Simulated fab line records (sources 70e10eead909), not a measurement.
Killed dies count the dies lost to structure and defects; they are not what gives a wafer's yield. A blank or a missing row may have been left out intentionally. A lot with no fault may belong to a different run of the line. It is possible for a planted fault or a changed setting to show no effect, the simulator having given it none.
fab line records -- flow nand_harc
record lots=7, wafers=21, last_day=25
route steps=1159 shown A_BONDPAD@1074 HYBRID_BOND@1094 THIN_TSV@1101 END@1159
lots untouched by any fault: they come from a run of this same line in which no faults occurred
start_h: hours from the record's first day to the start of the lot's first wafer shown -- wait_h: hours from the lot's prior step to this one -- " same as the row above -- L1.1+2: one row covering several wafers at once -- - no value, or no start given -- * or withheld: withheld -- < > ~ a bound
route shown NAME@n: NAME is a module with steps in the file, n the number in the route of the first one -- usual: average and standard deviation across the fault-free wafers -- same: alike in all rows -- chamber/n: place in a boat -- sites: each site's reading -- _std_site: their standard deviation -- _edge_site: the outer-site mean with the inner-site mean subtracted -- radius_mm: how far each site lies from the wafer's centre -- mask NAME#n: copy n -- behind: the last tool/chamber to shape the wafer -- hold: the reason the lot was held/the length of the hold in hours/how it ended -- device: the transistor (n, p or np) that didn't switch -- end of line: tests run on the same wafers once the route is complete -- for a step that has no rows: nothing shown but its recipe -- killed: at the first sort, the dies lost to defects and structure; wafer yield is something else -- map: dies across one wafer; x = killed, . = not, _ = none there
set.NAME: the run value of the setting; set.NAME@STEP: its run value at that earlier step -- model.NAME: the simulator's own value behind a step, which no gauge read
lots seen at some steps along the route; tables by step, rows by wafer
services: when a tool's chamber went out of use (start_h, in hours from the record's first day, below 0 if earlier), for how many hours, and the reason
## steps
# step NHARC_A_BONDPAD_HARDBAKE_10
# recipe temp_c=118, time_s=65
# step NHARC_A_BONDPAD_DESCUM_11
# recipe time_s=3, o2_flow_sccm=200, ar_flow_sccm=0, bias_power_w=0, chemistry=O2
# usual drypump_motor_current_A=5.61/0.29, mfc_ar_sccm=0.018/0.013, oes_product_au=0.999/0.0071, rf_vpp_V=57.7/0.89, showerhead_plenum_p_Torr=1.88/0.053, throttle_valve_pct=11.311/0.0095
# same bias_power_w=0
lot.wafer,tool,chamber,start_h,wait_h,drypump_motor_current_A,mfc_ar_sccm,oes_product_au,rf_hours_counter_h,rf_vpp_V,showerhead_plenum_p_Torr,throttle_valve_pct
L349.2,rie_diel-03,3,446.63,-,5.54,0.028,0.986,2,58.3,1.85,11.306
L349.5,rie_diel-03,1,446.63,-,5.70,0.015,0.987,-,57.4,1.93,11.295
L349.6,rie_diel-03,2,446.63,-,5.40,0.039,0.990,-,58.9,1.91,11.323
L355.1,rie_diel-03,2,525.05,-,5.40,0.039,0.990,5,57.1,1.91,11.312
L355.3,rie_diel-03,3,525.05,-,5.54,0.028,1.005,5,58.8,1.85,11.305
L355.5,rie_diel-03,1,525.05,-,5.66,0.015,0.996,-,58.5,1.93,11.323
L353.3,rie_diel-04,2,534.29,-,5.64,0.019,1.003,13,58.4,1.88,11.310
L353.5,rie_diel-04,0,534.29,-,5.56,0.027,0.987,-,56.9,1.78,11.318
L353.6,rie_diel-04,1,534.29,-,5.89,0.016,0.999,-,59.0,1.89,11.328
L354.1,rie_diel-03,1,555.93,-,5.61,0.015,0.990,6,57.6,1.93,11.312
L354.6,rie_diel-03,1,555.93,-,5.66,0.015,0.998,-,56.1,1.93,11.297
L354.5,rie_diel-03,2,555.93,-,5.42,0.039,0.994,-,58.6,1.91,11.311
L359.3,rie_diel-03,1,562.69,-,5.63,0.015,0.999,6,57.9,1.93,11.293
L359.1,rie_diel-03,2,562.69,-,5.41,0.039,0.996,6,58.1,1.91,11.311
L359.5,rie_diel-03,2,562.69,-,5.39,0.039,0.981,-,57.5,1.91,11.317
L362.1,rie_diel-03,0,568.46,-,5.93,0.001,0.998,6,57.7,1.85,11.295
L362.4,rie_diel-03,2,568.46,-,5.40,0.039,1.011,6,58.3,1.91,11.316
L362.5,rie_diel-03,0,568.46,-,5.95,0.001,1.008,-,58.1,1.85,11.293
L360.2,rie_diel-04,1,571.89,-,5.81,0.016,0.995,22,57.8,1.89,11.320
L360.3,rie_diel-04,3,571.89,-,4.94,0.004,0.994,24,58.3,1.91,11.327
L360.1,rie_diel-04,0,571.89,-,5.55,0.027,1.001,25,58.0,1.78,11.319
# step NHARC_A_BONDPAD_ETCH_34
# recipe target_depth_a=600, overetch_a=180, time_s=65.91, ion_energy_ev=200, n2_flow_sccm=150, h2_flow_sccm=150, ar_flow_sccm=0, rf_w=400, bias_w=150, chemistry=N2/H2
# usual bias_w=150.0/0.45, drypump_motor_current_A=5.61/0.3, mfc_ar_sccm=0.018/0.013, n2_flow_sccm=150.0/0.44, oes_product_au=0.999/0.0071, rf_vpp_V=429.5/1.8, showerhead_plenum_p_Torr=2.00/0.057, throttle_valve_pct=14.171/0.0088
lot.wafer,tool,chamber,start_h,wait_h,bias_w,drypump_motor_current_A,mfc_ar_sccm,n2_flow_sccm,oes_product_au,rf_hours_counter_h,rf_vpp_V,showerhead_plenum_p_Torr,throttle_valve_pct
L349.2,rie_diel-03,0,446.70,0.1,149.5,5.96,0.001,149.9,0.999,2,428.0,1.97,14.172
L349.6,rie_diel-03,3,446.70,0.1,150.1,5.57,0.028,150.5,1.010,-,430.0,1.97,14.180
L349.5,rie_diel-03,0,446.70,0.1,149.7,5.93,0.001,149.4,1.009,-,429.5,1.97,14.169
L355.3,rie_diel-03,2,525.13,0.1,150.0,5.40,0.039,149.9,0.999,5,430.1,2.04,14.173
L355.1,rie_diel-03,3,525.13,0.1,150.6,5.55,0.028,150.0,1.002,5,429.2,1.97,14.164
L355.5,rie_diel-03,2,525.13,0.1,149.9,5.40,0.039,150.3,0.999,-,431.7,2.04,14.168
L353.3,rie_diel-04,3,534.38,0.1,150.0,4.94,0.004,149.9,0.998,14,431.2,2.04,14.149
L353.6,rie_diel-04,0,534.38,0.1,150.1,5.57,0.027,149.4,0.994,-,425.5,1.90,14.180
L353.5,rie_diel-04,1,534.38,0.1,149.9,5.90,0.016,149.7,0.993,-,430.9,2.02,14.182
L354.1,rie_diel-03,2,556.01,0.1,150.0,5.41,0.039,150.0,1.001,6,429.6,2.04,14.165
L354.5,rie_diel-03,2,556.01,0.1,150.1,5.40,0.039,150.2,0.987,-,429.6,2.03,14.172
L354.6,rie_diel-03,3,556.01,0.1,150.7,5.58,0.028,150.6,1.006,-,428.9,1.97,14.170
L359.3,rie_diel-03,1,562.78,0.1,149.7,5.68,0.015,149.8,0.993,6,429.3,2.06,14.164
L359.1,rie_diel-03,3,562.78,0.1,149.7,5.58,0.028,149.7,0.993,6,429.2,1.97,14.170
L359.5,rie_diel-03,0,562.78,0.1,150.2,5.98,0.001,150.0,1.009,-,428.4,1.97,14.168
L362.1,rie_diel-03,0,568.56,0.1,150.3,5.92,0.001,149.7,1.004,6,427.7,1.97,14.184
L362.4,rie_diel-03,1,568.56,0.1,149.6,5.62,0.015,149.5,0.991,6,429.9,2.06,14.173
L362.5,rie_diel-03,2,568.56,0.1,149.9,5.42,0.039,149.8,0.995,-,431.1,2.04,14.175
L360.2,rie_diel-04,2,571.97,0.1,150.5,5.66,0.019,149.9,1.007,24,429.5,2.00,14.165
L360.3,rie_diel-04,0,571.97,0.1,149.5,5.57,0.027,149.9,1.005,25,426.4,1.89,14.170
L360.1,rie_diel-04,1,571.97,0.1,149.9,5.90,0.016,149.8,0.989,22,430.6,2.01,14.167
# step NHARC_A_BONDPAD_ETCH_12
# recipe target_depth_a=2200, time_s=110, chf3_flow_sccm=50, o2_flow_sccm=10, ar_flow_sccm=200, rf_w=500, bias_w=200, chemistry=CHF3/O2
# usual bias_w=200.0/0.55, drypump_motor_current_A=5.61/0.3, mfc_ar_sccm=200.1/0.63, oes_product_au=0.939/0.021, rf_vpp_V=369.6/1.7, showerhead_plenum_p_Torr=2.36/0.064, throttle_valve_pct=20.571/0.0091
lot.wafer,tool,chamber,start_h,wait_h,bias_w,drypump_motor_current_A,mfc_ar_sccm,oes_product_au,rf_hours_counter_h,rf_vpp_V,showerhead_plenum_p_Torr,throttle_valve_pct
L349.2,rie_diel-03,2,-,-,199.9,5.40,200.4,0.959,2,369.4,2.40,20.579
L349.6,rie_diel-03,0,-,-,200.3,5.96,199.7,0.988,-,370.2,2.32,20.558
L349.5,rie_diel-03,1,-,-,200.0,5.69,199.9,0.975,-,369.7,2.43,20.572
L355.1,rie_diel-03,2,-,-,199.2,5.38,199.2,0.939,5,371.2,2.40,20.587
L355.3,rie_diel-03,3,-,-,200.1,5.54,200.1,0.963,5,370.5,2.33,20.574
L355.5,rie_diel-03,3,-,-,201.4,5.53,200.1,0.956,-,367.9,2.33,20.558
L353.3,rie_diel-04,0,-,-,200.3,5.55,199.8,0.923,15,364.7,2.25,20.572
L353.5,rie_diel-04,3,-,-,200.7,4.94,200.2,0.914,-,370.8,2.40,20.562
L353.6,rie_diel-04,0,-,-,199.9,5.56,200.3,0.924,-,367.1,2.25,20.559
L354.1,rie_diel-03,3,-,-,200.3,5.56,200.2,0.979,6,369.8,2.33,20.569
L354.5,rie_diel-03,2,-,-,199.2,5.41,198.3,0.954,-,372.0,2.40,20.572
L354.6,rie_diel-03,3,-,-,200.7,5.53,200.9,0.980,-,368.8,2.33,20.589
L359.1,rie_diel-03,2,-,-,199.6,5.40,201.0,0.966,6,371.4,2.40,20.562
L359.3,rie_diel-03,3,-,-,201.1,5.57,199.3,0.987,6,367.2,2.33,20.582
L359.5,rie_diel-03,1,-,-,200.1,5.67,201.2,0.952,-,371.0,2.43,20.548
L362.4,rie_diel-03,1,-,-,200.6,5.64,199.9,0.916,6,368.9,2.43,20.584
L362.1,rie_diel-03,2,-,-,199.7,5.41,199.6,0.926,6,372.3,2.40,20.573
L362.5,rie_diel-03,0,-,-,199.0,5.91,200.3,0.926,-,368.0,2.32,20.562
L360.2,rie_diel-04,1,-,-,199.6,5.87,200.2,0.925,22,368.5,2.37,20.578
L360.3,rie_diel-04,2,-,-,199.3,5.64,200.1,0.927,24,369.8,2.35,20.581
L360.1,rie_diel-04,3,-,-,199.5,4.93,199.8,0.916,24,369.4,2.40,20.559
# step NHARC_A_BONDPAD_CD_MEAS_13
# usual cd_nm=499.6/1.4
lot.wafer,tool,chamber,start_h,wait_h,cd_nm
L349.2,cd_sem-01,-,446.93,-,497.7
L349.5,cd_sem-01,-,446.93,-,499.4
L349.6,cd_sem-01,-,446.93,-,498.2
L355.1,cd_sem-01,-,525.36,-,499.9
L355.3,cd_sem-01,-,525.36,-,499.2
L355.5,cd_sem-01,-,525.36,-,500.3
L353.3,cd_sem-01,-,534.60,-,501.5
L353.5,cd_sem-01,-,534.60,-,500.7
L353.6,cd_sem-01,-,534.60,-,498.9
L354.1,cd_sem-03,-,556.24,-,500.4
L354.5,cd_sem-03,-,556.24,-,501.6
L354.6,cd_sem-03,-,556.24,-,502.0
L359.1,cd_sem-03,-,563.01,-,498.4
L359.3,cd_sem-03,-,563.01,-,498.8
L359.5,cd_sem-03,-,563.01,-,499.2
L362.1,cd_sem-01,-,568.78,-,499.5
L362.4,cd_sem-01,-,568.78,-,501.1
L362.5,cd_sem-01,-,568.78,-,498.8
L360.1,cd_sem-03,-,572.20,-,501.2
L360.2,cd_sem-03,-,572.20,-,500.0
L360.3,cd_sem-03,-,572.20,-,500.0
# step NHARC_A_BONDPAD_STRIP_15
# recipe o2_flow_sccm=500, ar_flow_sccm=0, bias_w=0, chemistry=O2
# step NHARC_A_BONDPAD_ETCH_24
# recipe target_depth_a=300, over_etch_frac=0.3, time_s=72.99, ion_energy_ev=150, cf4_flow_sccm=50, n2_flow_sccm=100, ar_flow_sccm=150, rf_w=300, bias_w=100, chemistry=CF4/N2
# step NHARC_A_BONDPAD_STRIP_16
# recipe time_s=600, temp_c=30, chemistry=post_etch_residue_remover
# step NHARC_A_BONDPAD_DEGAS_25
# recipe temp_c=300, time_s=60
# usual heater_power_w=487/38
lot.wafer,tool,chamber,start_h,wait_h,heater_power_w
L349.2,pvd_sputter-01,-,447.55,-,455
L349.6,pvd_sputter-01,-,447.55,-,464
L349.5,pvd_sputter-01,-,447.55,-,484
L355.1,pvd_sputter-01,-,526.03,-,487
L355.3,pvd_sputter-01,-,526.03,-,483
L355.5,pvd_sputter-01,-,526.03,-,540
L353.3,pvd_sputter-01,-,535.24,-,475
L353.5,pvd_sputter-01,-,535.24,-,537
L353.6,pvd_sputter-01,-,535.24,-,471
L354.1,pvd_sputter-01,-,556.88,-,494
L354.6,pvd_sputter-01,-,556.88,-,527
L354.5,pvd_sputter-01,-,556.88,-,479
L359.3,pvd_sputter-02,-,563.63,-,555
L359.1,pvd_sputter-02,-,563.63,-,501
L359.5,pvd_sputter-02,-,563.63,-,560
L362.1,pvd_sputter-01,-,569.40,-,469
L362.4,pvd_sputter-01,-,569.40,-,535
L362.5,pvd_sputter-01,-,569.40,-,477
L360.3,pvd_sputter-01,-,572.97,-,504
L360.2,pvd_sputter-01,-,572.97,-,479
L360.1,pvd_sputter-01,-,572.97,-,477
# step NHARC_A_BONDPAD_PRE_CLEAN_26
# recipe time_s=30, temp_c=280, gas=H2/He
# step NHARC_A_BONDPAD_PVD_17
# recipe target_thk_a=50, bias_v=168.6, power_w=15000, chamber_pressure_pa=0.12, time_s=8.06, substrate_temp_c=50, material=TaN
# step NHARC_A_BONDPAD_PVD_27
# recipe target_thk_a=300, chamber_pressure_pa=5, power_w=5000, substrate_temp_c=30, time_s=20.49, material=Cu
# step NHARC_A_BONDPAD_ECD_18
# recipe target_thk_a=4000, bath_temp_c=25, material=Cu
lot.wafer,tool,chamber,start_h,wait_h
L349.2+6+5,ecd_cu-02,"0,0,1",447.94,-
L355.1+3+5,ecd_cu-01,"1,1,0",526.43,-
L353.3+6+5,ecd_cu-01,"0,0,1",535.68,-
L354.1+6+5,ecd_cu-02,"0,0,1",557.23,-
L359.1+3+5,ecd_cu-01,"1,0,0",564.27,-
L362.1+4+5,ecd_cu-01,"0,0,1",569.95,-
L360.2+1+3,ecd_cu-01,"0,1,1",573.33,-
# step NHARC_A_BONDPAD_ANNEAL_28
# recipe temp_c=225, time_s=90
# step NHARC_A_BONDPAD_CMP_19
# recipe t_overpolish_s=30, cu_recess_touch_s=16, target_thk_nm=169.8
# usual motor_current_A=12.2/1.1, overpolish_run_s=29.999/0.0091, pad_life_wafers=357/120
lot.wafer,tool,chamber,start_h,wait_h,motor_current_A,overpolish_run_s,pad_life_wafers
L349.2,cmp-01,2,448.75,-,13.6,29.990,237
L349.5,cmp-01,3,448.75,-,12.4,30.008,-
L349.6,cmp-01,0,448.75,-,10.8,29.985,-
L355.1,cmp-01,3,527.17,-,11.5,30.002,102
L355.3,cmp-01,2,527.17,-,13.3,30.000,105
L355.5,cmp-01,0,527.17,-,10.8,29.989,-
L353.3,cmp-03,0,536.35,-,11.2,30.008,428
L353.6,cmp-03,2,536.35,-,12.7,30.009,-
L353.5,cmp-03,3,536.35,-,13.8,29.996,-
L354.1,cmp-01,1,558.04,-,13.0,29.991,254
L354.5,cmp-01,3,558.04,-,11.3,30.016,-
L354.6,cmp-01,0,558.04,-,10.4,30.003,-
L359.1,cmp-04,1,565.16,-,13.0,30.005,343
L359.3,cmp-04,2,565.16,-,13.5,30.002,344
L359.5,cmp-04,0,565.16,-,10.7,30.000,-
L362.4,cmp-01,0,570.70,-,9.7,29.995,344
L362.1,cmp-01,1,570.70,-,12.9,30.007,345
L362.5,cmp-01,3,570.70,-,12.2,29.979,-
L360.1,cmp-04,1,574.04,-,12.7,30.002,414
L360.3,cmp-04,2,574.04,-,12.8,30.006,415
L360.2,cmp-04,0,574.04,-,10.7,30.017,417
# step NHARC_A_BONDPAD_THK_MEAS_20
# recipe thk_meas_gauge=xrf
# usual thk_nm=169.7/1.4
lot.wafer,tool,chamber,start_h,wait_h,thk_nm
L349.2,film_metro-02,-,448.98,-,169.4
L349.5,film_metro-02,-,448.98,-,167.0
L349.6,film_metro-02,-,448.98,-,168.7
L355.1,film_metro-02,-,527.49,-,168.2
L355.3,film_metro-02,-,527.49,-,164.4
L355.5,film_metro-02,-,527.49,-,169.2
L353.3,film_metro-01,-,536.62,-,173.0
L353.5,film_metro-01,-,536.62,-,169.4
L353.6,film_metro-01,-,536.62,-,171.5
L354.1,film_metro-02,-,558.30,-,169.1
L354.5,film_metro-02,-,558.30,-,170.3
L354.6,film_metro-02,-,558.30,-,170.3
L359.1,film_metro-02,-,565.45,-,167.3
L359.3,film_metro-02,-,565.45,-,169.9
L359.5,film_metro-02,-,565.45,-,169.8
L362.1,film_metro-02,-,570.97,-,171.1
L362.4,film_metro-02,-,570.97,-,171.2
L362.5,film_metro-02,-,570.97,-,172.2
L360.1,film_metro-01,-,574.36,-,169.3
L360.2,film_metro-01,-,574.36,-,169.0
L360.3,film_metro-01,-,574.36,-,170.2
# step NHARC_A_BONDPAD_SRD_21
# recipe time_s=30, temp_c=23, dry_time_s=20, spin_rpm=1500
# step NHARC_HYBRID_BOND_ACTIVATE_00
# recipe time_s=60, n2_flow_sccm=200, ar_flow_sccm=0, bias_power_w=0, chemistry=N2
# step NHARC_HYBRID_BOND_PRECLEAN_01
# recipe time_s=300, temp_c=23, chemistry=DIW
# step NHARC_HYBRID_BOND_SRD_02
# recipe time_s=30, temp_c=23, dry_time_s=20, spin_rpm=1500
# step NHARC_HYBRID_BOND_BOND_03
# recipe temp_c=25
# step NHARC_HYBRID_BOND_ANNEAL_04
# recipe temp_c=300, time_s=7200, ramp_up_c_per_min=5, ramp_down_c_per_min=3, idle_temp_c=100, pressure_atm=1
# step NHARC_HYBRID_BOND_OVL_MEAS_05
# usual overlay_x_nm=2/29, overlay_y_nm=7/34
lot.wafer,tool,chamber,start_h,wait_h,overlay_x_nm,overlay_y_nm
L349.2,overlay-01,-,457.34,0.4,12,1
L349.5,overlay-01,-,457.34,0.4,20,-23
L349.6,overlay-01,-,457.34,0.4,-16,-18
L355.1,overlay-02,-,538.29,0.4,95,17
L355.3,overlay-02,-,538.29,0.4,5,16
L355.5,overlay-02,-,538.29,0.4,22,-45
L353.3,overlay-01,-,546.26,0.4,76,45
L353.5,overlay-01,-,546.26,0.4,28,-14
L353.6,overlay-01,-,546.26,0.4,-52,-11
L354.1,overlay-02,-,568.42,0.4,0,48
L354.5,overlay-02,-,568.42,0.4,-22,20
L354.6,overlay-02,-,568.42,0.4,49,51
L359.1,overlay-02,-,575.43,0.4,-92,-2
L359.3,overlay-02,-,575.43,0.4,-23,-36
L359.5,overlay-02,-,575.43,0.4,47,54
L362.1,overlay-01,-,580.81,0.4,8,-27
L362.4,overlay-01,-,580.81,0.4,-25,-6
L362.5,overlay-01,-,580.81,0.4,18,41
L360.1,overlay-02,-,580.83,0.4,40,20
L360.2,overlay-02,-,580.83,0.4,1,38
L360.3,overlay-02,-,580.83,0.4,-18,34
# step NHARC_THIN_TSV_GRIND_00
# recipe target_thk_um=6
# step NHARC_THIN_TSV_CMP_01
# recipe target_thk_um=3
# step NHARC_THIN_TSV_THK_MEAS_02
# recipe thk_meas_gauge=ir
# usual thk_nm=2963/230
lot.wafer,tool,chamber,start_h,wait_h,thk_nm
L349.2,film_metro-02,-,459.05,-,2809
L349.5,film_metro-02,-,459.05,-,2559
L349.6,film_metro-02,-,459.05,-,2721
L355.1,film_metro-01,-,541.18,0.2,3247
L355.3,film_metro-01,-,541.18,0.2,3271
L355.5,film_metro-01,-,541.18,0.2,3186
L353.3,film_metro-02,-,547.96,0.2,3297
L353.5,film_metro-02,-,547.96,0.2,3134
L353.6,film_metro-02,-,547.96,0.2,2604
L354.1,film_metro-02,-,570.13,-,2740
L354.5,film_metro-02,-,570.13,-,2729
L354.6,film_metro-02,-,570.13,-,2888
L359.1,film_metro-01,-,577.13,-,2999
L359.3,film_metro-01,-,577.13,-,3010
L359.5,film_metro-01,-,577.13,-,2505
L362.1,film_metro-01,-,582.51,0.2,2830
L362.4,film_metro-01,-,582.51,0.2,3023
L362.5,film_metro-01,-,582.51,0.2,2772
L360.1,film_metro-02,-,583.72,0.2,3240
L360.2,film_metro-02,-,583.72,0.2,3341
L360.3,film_metro-02,-,583.72,0.2,3298
# step NHARC_THIN_TSV_SRD_03
# step NHARC_THIN_TSV_PRECLEAN_41
# recipe time_s=*, temp_c=50, bath_age_min=0, chemistry=SC1
# step NHARC_THIN_TSV_SRD_42
# step NHARC_THIN_TSV_DEP_43
# recipe target_thk_a=13285, temp_c=withheld, pressure_torr=6.5, rf_w=900, teos_flow_sccm=161.4, flow_sccm=2650, target_thk_nm=1328.5, gas=O2, material=SiO2
# step NHARC_THIN_TSV_DEHYDRATE_04
# recipe temp_c=150, time_s=120
# step NHARC_THIN_TSV_HMDS_05
# recipe time_s=30
# step NHARC_THIN_TSV_COAT_06
# recipe spin_rpm=*
# step NHARC_THIN_TSV_SOFTBAKE_07
# recipe temp_c=122, time_s=95
# step NHARC_THIN_TSV_EBR_08
# step NHARC_THIN_TSV_EXPOSE_09
# recipe na=0.55, dose_mj=30.7, mask_id=TSV
# step NHARC_THIN_TSV_PEB_10
# recipe peb_temp_c=118, peb_time_s=85
# step NHARC_THIN_TSV_DEVELOP_11
# recipe time_s=70
# step NHARC_END_SORT_01
# recipe temp_c=25
# usual defect_limited_yield=95.4/1.6, killed_at_array=28/11, killed_at_other=0.9/1.2, killed_at_periphery=2.6/2.1, killed_dies=31/11, killed_open=3.1/1.7, killed_short=1.9/1.3, sort_bin_2_pct=1.5/0.64, sort_bin_3_pct=0.26/0.21, sort_bin_4_pct=2.9/1.1, sort_n_pass=646/11, sort_rim_yield_pct=96.4/2.3, sort_yield_pct=95.4/1.6
# same gross_dies=677, sort_bin_5_pct[%]=0, sort_bin_6_pct[%]=0, sort_bin_7_pct[%]=0, sort_bin_8_pct[%]=0, sort_rim_n_gross=106.00
lot.wafer,tool,chamber,start_h,wait_h,defect_limited_yield[%],killed_at_array,killed_at_other,killed_at_periphery,killed_dies,killed_open,killed_short,sort_bin_2_pct[%],sort_bin_3_pct[%],sort_bin_4_pct[%],sort_n_pass,sort_rim_yield_pct[%],sort_yield_pct[%]
L355.5,prober-01,0,567.83,3.7,95.0,33,1,0,34,6,4,1.8,0,3.2,643,97.2,95.0
L359.1,prober-01,0,593.59,2.5,16.0,569,0,0,569,1,0,38.3,8.27,37.5,108,15.1,16.0
L362.5,prober-02,0,601.58,3.7,15.1,571,2,2,575,1,1,37.1,9.60,38.3,102,11.3,15.1
L360.1,prober-01,0,601.47,2.5,13.9,581,0,2,583,3,2,39.3,9.60,37.2,94,10.4,13.9
L360.3,prober-01,0,603.09,3.1,15.4,572,0,1,573,2,1,38.0,8.27,38.4,104,17.9,15.4
# killed by level:class
L355.5 A_CHANNEL_HOLE_D1:chamber_film_flake=18 A_CONTACT:geometric_particle:open=3 A_CONTACT:chamber_film_flake=3 A_ONON_D1:geometric_particle:open=2 A_CHANNEL_HOLE_D1:geometric_particle:open=1 A_CHANNEL_FILL_D1:geometric_particle:short=1 A_WL_FILL:geometric_particle:short=1 A_CONTACT:geometric_particle:short=1
L359.1 A_BONDPAD:unspecified=555 A_SLIT:chamber_film_flake=7 A_CHANNEL_HOLE_D1:chamber_film_flake=5 A_CONTACT:geometric_particle:open=1 A_CHANNEL_FILL_D1:chamber_film_flake=1
L360.1 A_BONDPAD:unspecified=564 A_CHANNEL_HOLE_D1:chamber_film_flake=10 P_M1:chamber_film_flake=2 A_ONON_D1:geometric_particle:short=1 A_WL_FILL:geometric_particle:open=1 A_WL_FILL:geometric_particle:short=1 A_CONTACT:geometric_particle:open=1 A_BLC:geometric_particle:open=1
L362.5 A_BONDPAD:unspecified=564 A_SLIT:chamber_film_flake=4 A_CONTACT:chamber_film_flake=2 THIN_TSV:chamber_film_flake=2 P_CONTACT:geometric_particle:open=1 A_CHANNEL_FILL_D1:geometric_particle:short=1 P_ZERO_WELL:chamber_film_flake=1
L360.3 A_BONDPAD:unspecified=555 A_CHANNEL_HOLE_D1:chamber_film_flake=8 A_M1:chamber_film_flake=4 A_ONON_D1:geometric_particle:short=1 A_CONTACT:geometric_particle:open=1 A_BLC:geometric_particle:open=1 P_M1:chamber_film_flake=1 A_STAIRCASE:chamber_film_flake=1
# map L359.1 (x killed, . not)
____________x____________
_________xx.xxxx_________
_______xxx.xxxxxxx_______
______xxxxxxxxx.xx.______
_____xxxxxxxxxxx.xxx_____
____xxxx...xxxxxxxxxx____
____.xx.xx..xxxx.xxxx____
___xxxxxxxxxxxxx.xxxxx___
___.xxxxxxxxxxxxxxx...___
__xxx.xxxxxxxxxxxxx.xxx__
__x...xxxxxxx.xx.xxxxxx__
_xxxxxxxxxx.xxxx.x.xxxxx_
_xxx..xxxxxxx.x.xxx.xxxx_
_xxx.xx..xxxxxxxxxxxx..x_
_.xx.xxxxxxxxxxxxxxxxxxx_
_x.xxx.xx..xxxxxxxxxx..x_
x.xxxxxxxxxxx.xxxx.xxxx.x
.xxxxxxxxxxx.xxx..xxxxxxx
.xxxxxxx.xx.xxxxxxx.xxxxx
x.xx.xx.x.xxx..x.xxxxxx.x
xxxxxxxxxxxx..xxxx.xxxxx.
_xxxxxxxxxxxxxxxx...x.xx_
_x.xx.xxxxxxxxxxxxxxxxx._
_xxxx..xxxxxxxx..xx.xxxx_
_.xxxxx.xxxxx.x.xx.xxx.x_
_xxxxxx.xxxxxxxx.xxxxxxx_
__xxxxxxxxxxxx.xxxx.xxx__
__xxxxx.x.xxxxxxxx.xxxx__
___xxxxxxxx.xxxx.xxxxx___
___xxxxxxxxxxxx.xx.xxx___
____xxxxxxxxxxxxxxx.x____
____xxxx.x.xxxxxxxxxx____
_____x.xxxxxxxxxxxxx_____
______xxxxxxxx.xxxx______
_______.x.xxxxxxxx_______
_________xx.xxxx_________
____________.____________
# map L360.1 (x killed, . not)
____________x____________
_________xxxxxxx_________
_______xxxxx.x..xx_______
______xxxxxxxxxxxxx______
_____xx.xxx.x.x.xxx._____
____xxxxxxx.xx.xxxxxx____
____x.xxxxxxxxxxxxxxx____
___xxxxxxxxxx.xxxxxxxx___
___xxxxxxxx.xxxxxxxxx.___
__xx..xxxxxxxx.x.xx.xxx__
__xxxx..xx.xxxxxxx.xxxx__
_xxxxxxxxxxxxxxxx.x.x.xx_
_.xxxxx.xxxxxxxxxxxx..xx_
_xxxxxxxxxxxxxxxxxxxxxx._
_xx.xxxxxxxxx.xxxxxxxxxx_
_xxxxxxx..xx..xxxxxxxxxx_
xx.xxxxxxxxxxxxxxx.xxxxxx
xxxxx..xxxxxxxxx..xxx.xxx
x..xx.xx.xxxxxxx.xxxx..xx
xxxxx.xx.xxxxxx.xxxxxxxxx
xx.xx.xxxxxxx.xxxxxxxxx.x
_xxxxx.xxxx.x.xxxxxxxx.._
_xxxxxxxxx.xxxxxxxxxxxx._
_xxxxxxxxxxxxxxxxxxxxxxx_
_x.xxxxxxxxxxxxxxxxxxx.x_
_xxxxxxxxxxxxxxxxxxxxxxx_
__xxxxx.x.xxxx.x.xxxx.x__
__x.xxx.xxxxxxxxxxxxxxx__
___xxxxxxxxxxxxxxxx..x___
___x.xxxxxxxxxxxxxx.xx___
____xxxxxxxx.xxx..xx.____
____x..xxx.xxxxxxxxxx____
_____xx.x.xxxxx..xxx_____
______xx.xxxxxxx.xx______
_______.xxxxx.xxxx_______
_________xxxx.xx_________
____________x____________
## services
tool,chamber,start_h,hours,kind
rie_diel-04,0,442.08,2.6,repair
rie_diel-04,3,443.11,8.3,repair
ecd_cu-01,-,449.76,8.0,pm
cmp-03,-,450.00,4.0,pm
rie_diel-04,3,451.85,2.1,repair
pvd_sputter-01,-,463.54,1.1,repair
rie_diel-04,-,465.98,9.0,pm
cmp-04,-,466.91,5.6,repair
cmp-03,-,474.27,2.3,repair
rie_diel-04,1,479.75,6.5,repair
cmp-01,-,493.30,5.1,repair
rie_diel-04,1,494.32,8.7,repair
cmp-04,-,497.00,4.0,pm
cmp-01,-,500.22,1.2,repair
cmp-01,-,503.20,4.0,pm
ecd_cu-01,-,506.82,2.3,repair
rie_diel-03,3,511.68,5.4,repair
pvd_sputter-01,-,514.00,10.0,pm
ecd_cu-02,-,532.00,8.0,pm
ecd_cu-02,-,544.02,2.8,repair
pvd_sputter-01,-,548.86,7.2,repair
cmp-01,-,564.33,0.9,repair
rie_diel-03,-,569.30,9.0,pm
cmp-01,-,573.46,0.4,repair
## key
first_sign step=NHARC_END_SORT_01, reading=killed_at_array, direction=up, sigmas=51, usual=28, struck=573
effect step=NHARC_END_SORT_01, reading=defect_limited_yield, direction=down, sigmas=50, usual=95.4, struck=15.1
more_kills_born_at NHARC_A_BONDPAD_ECD_18@ecd_cu-01=2238
met_at NHARC_A_BONDPAD_ECD_18
struck_wafers L359.1,L360.1,L360.3,L362.5
onset_between 535.68 564.27
fault kind=chamber_particle_source, tool=ecd_cu-01, chamber=1, onset_h=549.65, steps=NHARC_A_BONDPAD_ECD_18, rate_per_visit_cm2=1.8883
